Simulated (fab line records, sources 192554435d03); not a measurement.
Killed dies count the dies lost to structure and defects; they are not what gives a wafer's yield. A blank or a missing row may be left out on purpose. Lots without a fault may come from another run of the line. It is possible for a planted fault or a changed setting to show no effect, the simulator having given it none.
fab line records / flow n5_finfet
record lots=12 wafers=32 last_day=18
route steps=1938 shown BEOL_M4@1092 BEOL_M5@1112 PASSIVATION@1936
lots untouched by any fault: they come from a run of this same line in which no faults occurred
start_h: hours from the record's first day to the start of the lot's first wafer shown / wait_h: hours from the lot's prior step to this one / " repeats the value in the row above / L1.1+2: one row covering several wafers at once / - either no value or no given start / * or withheld: withheld / < > ~ a bound
route shown NAME@n: names a module that has steps shown in the file, with the first one's number in the route / usual: the fault-free wafers' mean and standard deviation / same: alike in all rows / chamber/n: place in a boat / sites: per-site readings / _std_site: how widely they spread, as a standard deviation / _edge_site: outer sites' mean less inner sites' / radius_mm: how far each site lies from the wafer's centre / mask NAME#n: copy n / behind: the tool/chamber that last shaped the wafer / hold: the reason the lot was held/the length of the hold in hours/how it ended / device: transistor that didn't switch, given as n, p or np / end of line: the same wafers' tests at the end of the route / for a step that has no rows: nothing shown but its recipe / killed: dies lost to structure and defects at the first sort, not the wafer's yield / map: dies across one wafer; x = killed, . = not, _ = none there
set.NAME: the run value of the setting; set.NAME@STEP: its run value at that earlier step / model.NAME: the simulator's own value behind a step, which no gauge read
a sample of lots followed through the steps of the route, with each step as a table and each wafer as a row
services: a tool's chamber out of use, with start hour (start_h, from the record's first day; less than 0 if before it), hours out, and reason
## steps
# step N5_BEOL_M4_SPUTTER_88
# recipe material=Cu target_thk_a=45 temp_c=-20 chamber_pressure_pa=0.07 power_w=withheld time_s=8.29
# usual susceptor_temp_C=-19.99/0.1 throttle_valve_pct=30.0/0.77
lot.wafer=L535.1 tool=pvd_sputter-01 chamber=- start_h=198.42 wait_h=0.1 susceptor_temp_C=-20.13 throttle_valve_pct=30.5
lot.wafer=L535.2 tool=pvd_sputter-01 chamber=- start_h=198.42 wait_h=0.1 susceptor_temp_C=-20.09 throttle_valve_pct=29.0
lot.wafer=L535.6 tool=pvd_sputter-01 chamber=- start_h=198.42 wait_h=0.1 susceptor_temp_C=-20.08 throttle_valve_pct=30.1
lot.wafer=L536.1 tool=pvd_sputter-03 chamber=- start_h=203.23 wait_h=0.1 susceptor_temp_C=-20.26 throttle_valve_pct=29.8
lot.wafer=L536.2 tool=pvd_sputter-03 chamber=- start_h=203.23 wait_h=0.1 susceptor_temp_C=-19.99 throttle_valve_pct=30.1
lot.wafer=L536.5 tool=pvd_sputter-03 chamber=- start_h=203.23 wait_h=0.1 susceptor_temp_C=-20.15 throttle_valve_pct=30.1
lot.wafer=L537.2 tool=pvd_sputter-03 chamber=- start_h=208.20 wait_h=0.1 susceptor_temp_C=-19.98 throttle_valve_pct=30.5
lot.wafer=L537.3 tool=pvd_sputter-03 chamber=- start_h=208.20 wait_h=0.1 susceptor_temp_C=-19.93 throttle_valve_pct=30.3
lot.wafer=L537.5 tool=pvd_sputter-03 chamber=- start_h=208.20 wait_h=0.1 susceptor_temp_C=-19.98 throttle_valve_pct=30.3
lot.wafer=L538.2 tool=pvd_sputter-03 chamber=- start_h=211.66 wait_h=0.1 susceptor_temp_C=-20.00 throttle_valve_pct=30.4
lot.wafer=L538.5 tool=pvd_sputter-03 chamber=- start_h=211.66 wait_h=0.1 susceptor_temp_C=-20.12 throttle_valve_pct=29.8
lot.wafer=L538.6 tool=pvd_sputter-03 chamber=- start_h=211.66 wait_h=0.1 susceptor_temp_C=-20.13 throttle_valve_pct=30.5
lot.wafer=L540.4 tool=pvd_sputter-02 chamber=- start_h=227.60 wait_h=0.1 susceptor_temp_C=-20.04 throttle_valve_pct=29.2
lot.wafer=L540.5 tool=pvd_sputter-02 chamber=- start_h=227.60 wait_h=0.1 susceptor_temp_C=-19.91 throttle_valve_pct=29.7
lot.wafer=L541.2 tool=pvd_sputter-03 chamber=- start_h=232.76 wait_h=0.1 susceptor_temp_C=-19.96 throttle_valve_pct=29.7
lot.wafer=L541.3 tool=pvd_sputter-03 chamber=- start_h=232.76 wait_h=0.1 susceptor_temp_C=-19.88 throttle_valve_pct=30.5
lot.wafer=L541.4 tool=pvd_sputter-03 chamber=- start_h=232.76 wait_h=0.1 susceptor_temp_C=-20.07 throttle_valve_pct=29.7
lot.wafer=L543.2 tool=pvd_sputter-03 chamber=- start_h=252.14 wait_h=0.1 susceptor_temp_C=-20.02 throttle_valve_pct=30.0
lot.wafer=L543.4 tool=pvd_sputter-03 chamber=- start_h=252.14 wait_h=0.1 susceptor_temp_C=-19.99 throttle_valve_pct=30.3
lot.wafer=L543.5 tool=pvd_sputter-03 chamber=- start_h=252.14 wait_h=0.1 susceptor_temp_C=-19.85 throttle_valve_pct=29.6
lot.wafer=L545.1 tool=pvd_sputter-03 chamber=- start_h=263.34 wait_h=0.1 susceptor_temp_C=-19.92 throttle_valve_pct=29.9
lot.wafer=L545.4 tool=pvd_sputter-03 chamber=- start_h=263.34 wait_h=0.1 susceptor_temp_C=-19.93 throttle_valve_pct=30.6
lot.wafer=L547.4 tool=pvd_sputter-02 chamber=- start_h=271.74 wait_h=0.1 susceptor_temp_C=-19.87 throttle_valve_pct=28.4
lot.wafer=L547.6 tool=pvd_sputter-02 chamber=- start_h=271.74 wait_h=0.1 susceptor_temp_C=-19.95 throttle_valve_pct=28.3
lot.wafer=L550.2 tool=pvd_sputter-02 chamber=- start_h=283.33 wait_h=0.1 susceptor_temp_C=-19.87 throttle_valve_pct=29.1
lot.wafer=L550.6 tool=pvd_sputter-02 chamber=- start_h=283.33 wait_h=0.1 susceptor_temp_C=-20.02 throttle_valve_pct=28.6
lot.wafer=L551.2 tool=pvd_sputter-01 chamber=- start_h=286.11 wait_h=0.1 susceptor_temp_C=-20.06 throttle_valve_pct=31.2
lot.wafer=L551.3 tool=pvd_sputter-01 chamber=- start_h=286.11 wait_h=0.1 susceptor_temp_C=-19.87 throttle_valve_pct=29.9
lot.wafer=L551.6 tool=pvd_sputter-01 chamber=- start_h=286.11 wait_h=0.1 susceptor_temp_C=-19.74 throttle_valve_pct=30.0
lot.wafer=L554.1 tool=pvd_sputter-01 chamber=- start_h=310.46 wait_h=0.1 susceptor_temp_C=-19.78 throttle_valve_pct=30.2
lot.wafer=L554.2 tool=pvd_sputter-01 chamber=- start_h=310.46 wait_h=0.1 susceptor_temp_C=-20.04 throttle_valve_pct=29.1
lot.wafer=L554.4 tool=pvd_sputter-01 chamber=- start_h=310.46 wait_h=0.1 susceptor_temp_C=-19.90 throttle_valve_pct=31.1
# step N5_BEOL_M4_ANNEAL_91
# recipe temp_c=400 time_s=240 ambient=vacuum
# usual heater_power_w=818/77 susceptor_temp_C=399.99/0.21
lot.wafer=L535.1 tool=pvd_sputter-01 chamber=- start_h=198.72 wait_h=0.0 heater_power_w=765 susceptor_temp_C=399.92
lot.wafer=L535.2 tool=pvd_sputter-01 chamber=- start_h=198.72 wait_h=0.0 heater_power_w=805 susceptor_temp_C=400.02
lot.wafer=L535.6 tool=pvd_sputter-01 chamber=- start_h=198.72 wait_h=0.0 heater_power_w=770 susceptor_temp_C=400.02
lot.wafer=L536.1 tool=pvd_sputter-03 chamber=- start_h=203.53 wait_h=0.0 heater_power_w=849 susceptor_temp_C=399.98
lot.wafer=L536.2 tool=pvd_sputter-03 chamber=- start_h=203.53 wait_h=0.0 heater_power_w=765 susceptor_temp_C=399.83
lot.wafer=L536.5 tool=pvd_sputter-03 chamber=- start_h=203.53 wait_h=0.0 heater_power_w=864 susceptor_temp_C=399.95
lot.wafer=L537.2 tool=pvd_sputter-03 chamber=- start_h=208.50 wait_h=0.0 heater_power_w=794 susceptor_temp_C=399.67
lot.wafer=L537.3 tool=pvd_sputter-03 chamber=- start_h=208.50 wait_h=0.0 heater_power_w=877 susceptor_temp_C=399.60
lot.wafer=L537.5 tool=pvd_sputter-03 chamber=- start_h=208.50 wait_h=0.0 heater_power_w=779 susceptor_temp_C=399.77
lot.wafer=L538.2 tool=pvd_sputter-03 chamber=- start_h=211.96 wait_h=0.0 heater_power_w=778 susceptor_temp_C=399.84
lot.wafer=L538.5 tool=pvd_sputter-03 chamber=- start_h=211.96 wait_h=0.0 heater_power_w=890 susceptor_temp_C=400.16
lot.wafer=L538.6 tool=pvd_sputter-03 chamber=- start_h=211.96 wait_h=0.0 heater_power_w=793 susceptor_temp_C=400.17
lot.wafer=L540.4 tool=pvd_sputter-02 chamber=- start_h=227.90 wait_h=0.0 heater_power_w=783 susceptor_temp_C=400.31
lot.wafer=L540.5 tool=pvd_sputter-02 chamber=- start_h=227.90 wait_h=0.0 heater_power_w=930 susceptor_temp_C=399.71
lot.wafer=L541.2 tool=pvd_sputter-03 chamber=- start_h=233.06 wait_h=0.0 heater_power_w=877 susceptor_temp_C=399.86
lot.wafer=L541.3 tool=pvd_sputter-03 chamber=- start_h=233.06 wait_h=0.0 heater_power_w=906 susceptor_temp_C=399.72
lot.wafer=L541.4 tool=pvd_sputter-03 chamber=- start_h=233.06 wait_h=0.0 heater_power_w=781 susceptor_temp_C=399.92
lot.wafer=L543.2 tool=pvd_sputter-03 chamber=- start_h=252.44 wait_h=0.0 heater_power_w=870 susceptor_temp_C=399.83
lot.wafer=L543.4 tool=pvd_sputter-03 chamber=- start_h=252.44 wait_h=0.0 heater_power_w=794 susceptor_temp_C=400.25
lot.wafer=L543.5 tool=pvd_sputter-03 chamber=- start_h=252.44 wait_h=0.0 heater_power_w=877 susceptor_temp_C=400.19
lot.wafer=L545.1 tool=pvd_sputter-03 chamber=- start_h=263.64 wait_h=0.0 heater_power_w=877 susceptor_temp_C=400.01
lot.wafer=L545.4 tool=pvd_sputter-03 chamber=- start_h=263.64 wait_h=0.0 heater_power_w=792 susceptor_temp_C=400.19
lot.wafer=L547.4 tool=pvd_sputter-02 chamber=- start_h=272.04 wait_h=0.0 heater_power_w=688 susceptor_temp_C=399.70
lot.wafer=L547.6 tool=pvd_sputter-02 chamber=- start_h=272.04 wait_h=0.0 heater_power_w=703 susceptor_temp_C=400.08
lot.wafer=L550.2 tool=pvd_sputter-02 chamber=- start_h=283.63 wait_h=0.0 heater_power_w=791 susceptor_temp_C=400.09
lot.wafer=L550.6 tool=pvd_sputter-02 chamber=- start_h=283.63 wait_h=0.0 heater_power_w=705 susceptor_temp_C=400.06
lot.wafer=L551.2 tool=pvd_sputter-01 chamber=- start_h=286.41 wait_h=0.0 heater_power_w=751 susceptor_temp_C=399.94
lot.wafer=L551.3 tool=pvd_sputter-01 chamber=- start_h=286.41 wait_h=0.0 heater_power_w=1012 susceptor_temp_C=399.67
lot.wafer=L551.6 tool=pvd_sputter-01 chamber=- start_h=286.41 wait_h=0.0 heater_power_w=1008 susceptor_temp_C=399.55
lot.wafer=L554.1 tool=pvd_sputter-01 chamber=- start_h=310.76 wait_h=0.0 heater_power_w=1016 susceptor_temp_C=399.99
lot.wafer=L554.2 tool=pvd_sputter-01 chamber=- start_h=310.76 wait_h=0.0 heater_power_w=798 susceptor_temp_C=399.87
lot.wafer=L554.4 tool=pvd_sputter-01 chamber=- start_h=310.76 wait_h=0.0 heater_power_w=765 susceptor_temp_C=400.14
# step N5_BEOL_M4_INSPECT_59
# recipe inspect_instrument=darkfield mode=post_dep
# usual raw_defect_count=66/27
lot.wafer=L535.1 tool=defect_inspect-01 chamber=- start_h=200.44 wait_h=0.0 raw_defect_count=53
lot.wafer=L535.2 tool=defect_inspect-01 chamber=- start_h=200.44 wait_h=0.0 raw_defect_count=120
lot.wafer=L535.6 tool=defect_inspect-01 chamber=- start_h=200.44 wait_h=0.0 raw_defect_count=50
lot.wafer=L536.1 tool=defect_inspect-01 chamber=- start_h=205.67 wait_h=0.0 raw_defect_count=28
lot.wafer=L536.2 tool=defect_inspect-01 chamber=- start_h=205.67 wait_h=0.0 raw_defect_count=33
lot.wafer=L536.5 tool=defect_inspect-01 chamber=- start_h=205.67 wait_h=0.0 raw_defect_count=42
lot.wafer=L537.2 tool=defect_inspect-01 chamber=- start_h=210.20 wait_h=0.0 raw_defect_count=53
lot.wafer=L537.3 tool=defect_inspect-01 chamber=- start_h=210.20 wait_h=0.0 raw_defect_count=48
lot.wafer=L537.5 tool=defect_inspect-01 chamber=- start_h=210.20 wait_h=0.0 raw_defect_count=66
lot.wafer=L538.2 tool=defect_inspect-02 chamber=- start_h=213.61 wait_h=0.0 raw_defect_count=41
lot.wafer=L538.5 tool=defect_inspect-02 chamber=- start_h=213.61 wait_h=0.0 raw_defect_count=38
lot.wafer=L538.6 tool=defect_inspect-02 chamber=- start_h=213.61 wait_h=0.0 raw_defect_count=59
lot.wafer=L540.4 tool=defect_inspect-02 chamber=- start_h=229.59 wait_h=0.0 raw_defect_count=93
lot.wafer=L540.5 tool=defect_inspect-02 chamber=- start_h=229.59 wait_h=0.0 raw_defect_count=132
lot.wafer=L541.2 tool=defect_inspect-02 chamber=- start_h=234.71 wait_h=0.0 raw_defect_count=106
lot.wafer=L541.3 tool=defect_inspect-02 chamber=- start_h=234.71 wait_h=0.0 raw_defect_count=96
lot.wafer=L541.4 tool=defect_inspect-02 chamber=- start_h=234.71 wait_h=0.0 raw_defect_count=99
lot.wafer=L543.2 tool=defect_inspect-01 chamber=- start_h=254.12 wait_h=0.0 raw_defect_count=42
lot.wafer=L543.4 tool=defect_inspect-01 chamber=- start_h=254.12 wait_h=0.0 raw_defect_count=21
lot.wafer=L543.5 tool=defect_inspect-01 chamber=- start_h=254.12 wait_h=0.0 raw_defect_count=44
lot.wafer=L545.1 tool=defect_inspect-02 chamber=- start_h=265.35 wait_h=0.0 raw_defect_count=62
lot.wafer=L545.4 tool=defect_inspect-02 chamber=- start_h=265.35 wait_h=0.0 raw_defect_count=59
lot.wafer=L547.4 tool=defect_inspect-01 chamber=- start_h=273.76 wait_h=0.0 raw_defect_count=32
lot.wafer=L547.6 tool=defect_inspect-01 chamber=- start_h=273.76 wait_h=0.0 raw_defect_count=47
lot.wafer=L550.2 tool=defect_inspect-01 chamber=- start_h=285.28 wait_h=0.0 raw_defect_count=59
lot.wafer=L550.6 tool=defect_inspect-01 chamber=- start_h=285.28 wait_h=0.0 raw_defect_count=79
lot.wafer=L551.2 tool=defect_inspect-01 chamber=- start_h=288.06 wait_h=0.0 raw_defect_count=40
lot.wafer=L551.3 tool=defect_inspect-01 chamber=- start_h=288.06 wait_h=0.0 raw_defect_count=43
lot.wafer=L551.6 tool=defect_inspect-01 chamber=- start_h=288.06 wait_h=0.0 raw_defect_count=59
lot.wafer=L554.1 tool=defect_inspect-01 chamber=- start_h=312.42 wait_h=0.0 raw_defect_count=42
lot.wafer=L554.2 tool=defect_inspect-01 chamber=- start_h=312.42 wait_h=0.0 raw_defect_count=75
lot.wafer=L554.4 tool=defect_inspect-01 chamber=- start_h=312.42 wait_h=0.0 raw_defect_count=64
# step N5_BEOL_M5_ILD_DEP_00
# recipe material=SiCOH_lowk target_thk_a=1406.4 temp_c=300 precursor=DEMS/porogen pressure_torr=5 rf_w=500 time_s=25.9
# usual heater_power_w=303/52 showerhead_plenum_p_Torr=5.737/0.016 susceptor_temp_C=299.98/0.17 throttle_valve_pct=13.9/1
lot.wafer=L535.1 tool=pecvd-02 chamber=1 start_h=201.59 wait_h=0.8 heater_power_w=267 showerhead_plenum_p_Torr=5.731 susceptor_temp_C=300.38 throttle_valve_pct=14.3
lot.wafer=L535.2 tool=pecvd-02 chamber=0 start_h=201.59 wait_h=0.8 heater_power_w=310 showerhead_plenum_p_Torr=5.721 susceptor_temp_C=299.70 throttle_valve_pct=13.2
lot.wafer=L535.6 tool=pecvd-02 chamber=2 start_h=201.59 wait_h=0.8 heater_power_w=264 showerhead_plenum_p_Torr=5.727 susceptor_temp_C=299.77 throttle_valve_pct=13.4
lot.wafer=L536.1 tool=pecvd-03 chamber=1 start_h=206.66 wait_h=0.8 heater_power_w=357 showerhead_plenum_p_Torr=5.762 susceptor_temp_C=300.18 throttle_valve_pct=14.4
lot.wafer=L536.2 tool=pecvd-03 chamber=0 start_h=206.66 wait_h=0.8 heater_power_w=362 showerhead_plenum_p_Torr=5.738 susceptor_temp_C=299.77 throttle_valve_pct=13.2
lot.wafer=L536.5 tool=pecvd-03 chamber=0 start_h=206.66 wait_h=0.8 heater_power_w=363 showerhead_plenum_p_Torr=5.748 susceptor_temp_C=299.87 throttle_valve_pct=13.2
lot.wafer=L537.2 tool=pecvd-02 chamber=0 start_h=211.19 wait_h=0.7 heater_power_w=319 showerhead_plenum_p_Torr=5.730 susceptor_temp_C=299.88 throttle_valve_pct=13.0
lot.wafer=L537.3 tool=pecvd-02 chamber=1 start_h=211.19 wait_h=0.7 heater_power_w=264 showerhead_plenum_p_Torr=5.722 susceptor_temp_C=300.00 throttle_valve_pct=14.1
lot.wafer=L537.5 tool=pecvd-02 chamber=1 start_h=211.19 wait_h=0.7 heater_power_w=262 showerhead_plenum_p_Torr=5.741 susceptor_temp_C=299.99 throttle_valve_pct=14.2
lot.wafer=L538.2 tool=pecvd-03 chamber=1 start_h=214.61 wait_h=0.7 heater_power_w=376 showerhead_plenum_p_Torr=5.769 susceptor_temp_C=300.11 throttle_valve_pct=14.3
lot.wafer=L538.5 tool=pecvd-03 chamber=0 start_h=214.61 wait_h=0.7 heater_power_w=340 showerhead_plenum_p_Torr=5.755 susceptor_temp_C=299.82 throttle_valve_pct=13.3
lot.wafer=L538.6 tool=pecvd-03 chamber=1 start_h=214.61 wait_h=0.7 heater_power_w=374 showerhead_plenum_p_Torr=5.752 susceptor_temp_C=300.11 throttle_valve_pct=14.4
lot.wafer=L540.4 tool=pecvd-02 chamber=2 start_h=230.60 wait_h=0.4 heater_power_w=277 showerhead_plenum_p_Torr=5.720 susceptor_temp_C=300.02 throttle_valve_pct=14.0
lot.wafer=L540.5 tool=pecvd-02 chamber=0 start_h=230.60 wait_h=0.4 heater_power_w=324 showerhead_plenum_p_Torr=5.728 susceptor_temp_C=299.98 throttle_valve_pct=13.1
lot.wafer=L541.2 tool=pecvd-03 chamber=1 start_h=235.71 wait_h=0.7 heater_power_w=388 showerhead_plenum_p_Torr=5.760 susceptor_temp_C=300.03 throttle_valve_pct=14.4
lot.wafer=L541.3 tool=pecvd-03 chamber=0 start_h=235.71 wait_h=0.7 heater_power_w=364 showerhead_plenum_p_Torr=5.737 susceptor_temp_C=299.89 throttle_valve_pct=13.5
lot.wafer=L541.4 tool=pecvd-03 chamber=1 start_h=235.71 wait_h=0.7 heater_power_w=385 showerhead_plenum_p_Torr=5.777 susceptor_temp_C=300.17 throttle_valve_pct=14.8
lot.wafer=L543.2 tool=pecvd-03 chamber=1 start_h=255.12 wait_h=0.7 heater_power_w=341 showerhead_plenum_p_Torr=5.767 susceptor_temp_C=299.98 throttle_valve_pct=14.2
lot.wafer=L543.4 tool=pecvd-03 chamber=0 start_h=255.12 wait_h=0.7 heater_power_w=299 showerhead_plenum_p_Torr=5.756 susceptor_temp_C=300.14 throttle_valve_pct=13.6
lot.wafer=L543.5 tool=pecvd-03 chamber=2 start_h=255.12 wait_h=0.7 heater_power_w=227 showerhead_plenum_p_Torr=5.722 susceptor_temp_C=299.95 throttle_valve_pct=12.5
lot.wafer=L545.1 tool=pecvd-03 chamber=1 start_h=266.33 wait_h=0.8 heater_power_w=377 showerhead_plenum_p_Torr=5.757 susceptor_temp_C=300.02 throttle_valve_pct=14.4
lot.wafer=L545.4 tool=pecvd-03 chamber=0 start_h=266.33 wait_h=0.8 heater_power_w=365 showerhead_plenum_p_Torr=5.742 susceptor_temp_C=299.92 throttle_valve_pct=13.5
lot.wafer=L547.4 tool=pecvd-02 chamber=1 start_h=274.78 wait_h=0.4 heater_power_w=281 showerhead_plenum_p_Torr=5.736 susceptor_temp_C=299.82 throttle_valve_pct=14.1
lot.wafer=L547.6 tool=pecvd-02 chamber=0 start_h=274.78 wait_h=0.4 heater_power_w=286 showerhead_plenum_p_Torr=5.730 susceptor_temp_C=300.01 throttle_valve_pct=13.1
lot.wafer=L550.2 tool=pecvd-04 chamber=2 start_h=286.28 wait_h=0.7 heater_power_w=230 showerhead_plenum_p_Torr=5.719 susceptor_temp_C=300.05 throttle_valve_pct=12.7
lot.wafer=L550.6 tool=pecvd-04 chamber=2 start_h=286.28 wait_h=0.7 heater_power_w=237 showerhead_plenum_p_Torr=5.719 susceptor_temp_C=299.95 throttle_valve_pct=13.1
lot.wafer=L551.2 tool=pecvd-04 chamber=2 start_h=289.05 wait_h=0.7 heater_power_w=286 showerhead_plenum_p_Torr=5.720 susceptor_temp_C=300.13 throttle_valve_pct=12.9
lot.wafer=L551.3 tool=pecvd-04 chamber=0 start_h=289.05 wait_h=0.7 heater_power_w=239 showerhead_plenum_p_Torr=5.726 susceptor_temp_C=300.04 throttle_valve_pct=14.7
lot.wafer=L551.6 tool=pecvd-04 chamber=2 start_h=289.05 wait_h=0.7 heater_power_w=223 showerhead_plenum_p_Torr=5.720 susceptor_temp_C=300.01 throttle_valve_pct=12.8
lot.wafer=L554.1 tool=pecvd-04 chamber=2 start_h=313.42 wait_h=0.8 heater_power_w=289 showerhead_plenum_p_Torr=5.718 susceptor_temp_C=300.07 throttle_valve_pct=12.9
lot.wafer=L554.2 tool=pecvd-04 chamber=1 start_h=313.42 wait_h=0.8 heater_power_w=343 showerhead_plenum_p_Torr=5.740 susceptor_temp_C=300.04 throttle_valve_pct=15.7
lot.wafer=L554.4 tool=pecvd-04 chamber=0 start_h=313.42 wait_h=0.8 heater_power_w=312 showerhead_plenum_p_Torr=5.730 susceptor_temp_C=300.03 throttle_valve_pct=14.9
# step N5_BEOL_M5_THK_MEAS_01
# recipe reads=SiCOH_lowk_of_BEOL_M5_ILD_DEP_00
# usual M5_ILD_THK=121.1/1.9
lot.wafer=L535.1 tool=film_metro-01 chamber=- start_h=202.64 wait_h=0.8 M5_ILD_THK[nm]=120.0
lot.wafer=L535.2 tool=film_metro-01 chamber=- start_h=202.64 wait_h=0.8 M5_ILD_THK[nm]=121.4
lot.wafer=L535.6 tool=film_metro-01 chamber=- start_h=202.64 wait_h=0.8 M5_ILD_THK[nm]=118.8
lot.wafer=L536.1 tool=film_metro-01 chamber=- start_h=207.91 wait_h=0.4 M5_ILD_THK[nm]=119.9
lot.wafer=L536.2 tool=film_metro-01 chamber=- start_h=207.91 wait_h=0.4 M5_ILD_THK[nm]=119.6
lot.wafer=L536.5 tool=film_metro-01 chamber=- start_h=207.91 wait_h=0.4 M5_ILD_THK[nm]=122.7
lot.wafer=L537.2 tool=film_metro-01 chamber=- start_h=211.77 wait_h=0.4 M5_ILD_THK[nm]=122.9
lot.wafer=L537.3 tool=film_metro-01 chamber=- start_h=211.77 wait_h=0.4 M5_ILD_THK[nm]=121.2
lot.wafer=L537.5 tool=film_metro-01 chamber=- start_h=211.77 wait_h=0.4 M5_ILD_THK[nm]=124.9
lot.wafer=L538.2 tool=film_metro-01 chamber=- start_h=215.87 wait_h=0.7 M5_ILD_THK[nm]=117.0
lot.wafer=L538.5 tool=film_metro-01 chamber=- start_h=215.87 wait_h=0.7 M5_ILD_THK[nm]=119.3
lot.wafer=L538.6 tool=film_metro-01 chamber=- start_h=215.87 wait_h=0.7 M5_ILD_THK[nm]=120.3
lot.wafer=L540.4 tool=film_metro-01 chamber=- start_h=231.64 wait_h=0.4 M5_ILD_THK[nm]=124.8
lot.wafer=L540.5 tool=film_metro-01 chamber=- start_h=231.64 wait_h=0.4 M5_ILD_THK[nm]=122.1
lot.wafer=L541.2 tool=film_metro-01 chamber=- start_h=236.51 wait_h=0.4 M5_ILD_THK[nm]=121.1
lot.wafer=L541.3 tool=film_metro-01 chamber=- start_h=236.51 wait_h=0.4 M5_ILD_THK[nm]=122.4
lot.wafer=L541.4 tool=film_metro-01 chamber=- start_h=236.51 wait_h=0.4 M5_ILD_THK[nm]=122.2
lot.wafer=L543.2 tool=film_metro-02 chamber=- start_h=255.69 wait_h=0.4 M5_ILD_THK[nm]=118.9
lot.wafer=L543.4 tool=film_metro-02 chamber=- start_h=255.69 wait_h=0.4 M5_ILD_THK[nm]=122.0
lot.wafer=L543.5 tool=film_metro-02 chamber=- start_h=255.69 wait_h=0.4 M5_ILD_THK[nm]=134.4
lot.wafer=L545.1 tool=film_metro-02 chamber=- start_h=266.91 wait_h=0.4 M5_ILD_THK[nm]=133.5
lot.wafer=L545.4 tool=film_metro-02 chamber=- start_h=266.91 wait_h=0.4 M5_ILD_THK[nm]=123.8
lot.wafer=L547.4 tool=film_metro-01 chamber=- start_h=275.33 wait_h=0.2 M5_ILD_THK[nm]=124.3
lot.wafer=L547.6 tool=film_metro-01 chamber=- start_h=275.33 wait_h=0.2 M5_ILD_THK[nm]=123.5
lot.wafer=L550.2 tool=film_metro-02 chamber=- start_h=286.99 wait_h=0.4 M5_ILD_THK[nm]=121.6
lot.wafer=L550.6 tool=film_metro-02 chamber=- start_h=286.99 wait_h=0.4 M5_ILD_THK[nm]=124.5
lot.wafer=L551.2 tool=film_metro-01 chamber=- start_h=289.62 wait_h=0.4 M5_ILD_THK[nm]=121.7
lot.wafer=L551.3 tool=film_metro-01 chamber=- start_h=289.62 wait_h=0.4 M5_ILD_THK[nm]=121.2
lot.wafer=L551.6 tool=film_metro-01 chamber=- start_h=289.62 wait_h=0.4 M5_ILD_THK[nm]=124.4
lot.wafer=L554.1 tool=film_metro-01 chamber=- start_h=314.47 wait_h=0.8 M5_ILD_THK[nm]=119.7
lot.wafer=L554.2 tool=film_metro-01 chamber=- start_h=314.47 wait_h=0.8 M5_ILD_THK[nm]=118.0
lot.wafer=L554.4 tool=film_metro-01 chamber=- start_h=314.47 wait_h=0.8 M5_ILD_THK[nm]=120.0
# step N5_PASSIVATION_PROBE_49
# usual defect_limited_yield=91.6/1.4 killed_at_M0_to_M3=32/9.5 killed_at_M4_up=13/6 killed_at_contacts=12/5.6 killed_at_front_end=39/11 killed_at_other=2.8/2.3 killed_dies=99/16 killed_open=65/12 killed_short=32/7.6 sort_bin_4_leakage=0.1/0.88 sort_bin_5_function=4.8/0.88 sort_bin_6_memory=3.2/0.65 sort_n_pass=1077/29 sort_yield_pct=91.2/2.5
# same gross_dies=1180 killed_at_back_side=0 sort_bin_8_speed[%]=0
lot.wafer=L538.2 tool=prober-01 chamber=- start_h=320.65 wait_h=0.1 defect_limited_yield[%]=94.9 killed_at_M0_to_M3=20 killed_at_M4_up=6 killed_at_contacts=11 killed_at_front_end=20 killed_at_other=3 killed_dies=60 killed_open=35 killed_short=22 sort_bin_4_leakage[%]=0 sort_bin_5_function[%]=2.8 sort_bin_6_memory[%]=2.2 sort_n_pass=1120 sort_yield_pct[%]=94.9
lot.wafer=L538.5 tool=prober-01 chamber=- start_h=320.80 wait_h=0.2 defect_limited_yield[%]=91.7 killed_at_M0_to_M3=34 killed_at_M4_up=7 killed_at_contacts=13 killed_at_front_end=43 killed_at_other=1 killed_dies=98 killed_open=61 killed_short=29 sort_bin_4_leakage[%]=0 sort_bin_5_function[%]=4.8 sort_bin_6_memory[%]=2.6 sort_n_pass=1082 sort_yield_pct[%]=91.7
lot.wafer=L538.6 tool=prober-01 chamber=- start_h=320.85 wait_h=0.3 defect_limited_yield[%]=93.5 killed_at_M0_to_M3=37 killed_at_M4_up=6 killed_at_contacts=8 killed_at_front_end=25 killed_at_other=1 killed_dies=77 killed_open=52 killed_short=24 sort_bin_4_leakage[%]=0 sort_bin_5_function[%]=3.6 sort_bin_6_memory[%]=2.9 sort_n_pass=1103 sort_yield_pct[%]=93.5
# killed by level:class
L538.2 MOL_CONTACT_COAG:geometric_particle:open=9 BEOL_M3:geometric_particle:short=5 ILD0:geometric_particle:open=4 BEOL_M2:geometric_particle:open=4 FIN_SAQP:geometric_particle:short=3 DUMMY_GATE:geometric_particle:open=3 BEOL_M0_SAQP:geometric_particle:short=3 BEOL_M6:geometric_particle:open=3
L538.5 FIN_SAQP:geometric_particle:open=14 MOL_CONTACT_COAG:geometric_particle:open=11 BEOL_M0_SAQP:geometric_particle:open=10 BEOL_M0_SAQP:geometric_particle:short=9 FIN_SAQP:geometric_particle:short=7 BEOL_M3:geometric_particle:open=7 HKMG_FIN:area_etch=7 DUMMY_GATE:geometric_particle:open=5
L538.6 BEOL_M3:geometric_particle:short=9 MOL_CONTACT_COAG:geometric_particle:open=7 BEOL_M0_SAQP:geometric_particle:short=7 BEOL_M3:geometric_particle:open=6 FIN_SAQP:geometric_particle:open=5 STI_FIN_REVEAL:geometric_particle:open=5 BEOL_M0_SAQP:geometric_particle:open=5 BEOL_M2:geometric_particle:open=4
## services
tool=pecvd-04 chamber=0 start_h=198.47 hours=5.0 kind=repair
tool=pecvd-03 chamber=2 start_h=202.38 hours=- kind=clean
tool=pecvd-03 chamber=2 start_h=202.38 hours=- kind=consumable_replace:showerhead
tool=pecvd-03 chamber=2 start_h=202.38 hours=29.0 kind=scheduled_down
tool=pecvd-03 chamber=2 start_h=202.38 hours=29.0 kind=vent_cycle
tool=pecvd-03 chamber=1 start_h=215.67 hours=2.1 kind=scheduled_down
tool=pecvd-03 chamber=- start_h=228.10 hours=5.5 kind=pm
tool=pecvd-04 chamber=2 start_h=228.18 hours=5.5 kind=scheduled_down
tool=pecvd-02 chamber=2 start_h=242.89 hours=5.5 kind=scheduled_down
tool=pecvd-03 chamber=0 start_h=255.81 hours=2.1 kind=scheduled_down
tool=pecvd-02 chamber=1 start_h=277.24 hours=2.1 kind=scheduled_down
tool=pecvd-02 chamber=1 start_h=292.04 hours=5.5 kind=scheduled_down
tool=pecvd-02 chamber=2 start_h=305.72 hours=2.1 kind=scheduled_down
tool=pecvd-02 chamber=0 start_h=312.96 hours=5.5 kind=scheduled_down
## key
first_sign step=N5_BEOL_M5_THK_MEAS_01 reading=M5_ILD_THK direction=up sigmas=6.9 usual=121.1 struck=134.0
effect none on later readings
met_at N5_BEOL_M5_ILD_DEP_00
struck_lots L543,L545
struck_wafers L543.5,L545.1
not_acting_at N5_BEOL_M4_SPUTTER_88,N5_BEOL_M4_ANNEAL_91,N5_BEOL_M4_INSPECT_59
onset_between 235.71 255.12
fault kind=process_parameter_drift tool=pecvd-03 chamber=- onset_h=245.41 steps=N5_BEOL_M5_ILD_DEP_00 channel=time_s offset=* shape=step end_h=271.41 scope=struck_wafers_only acts_in=* stated=*
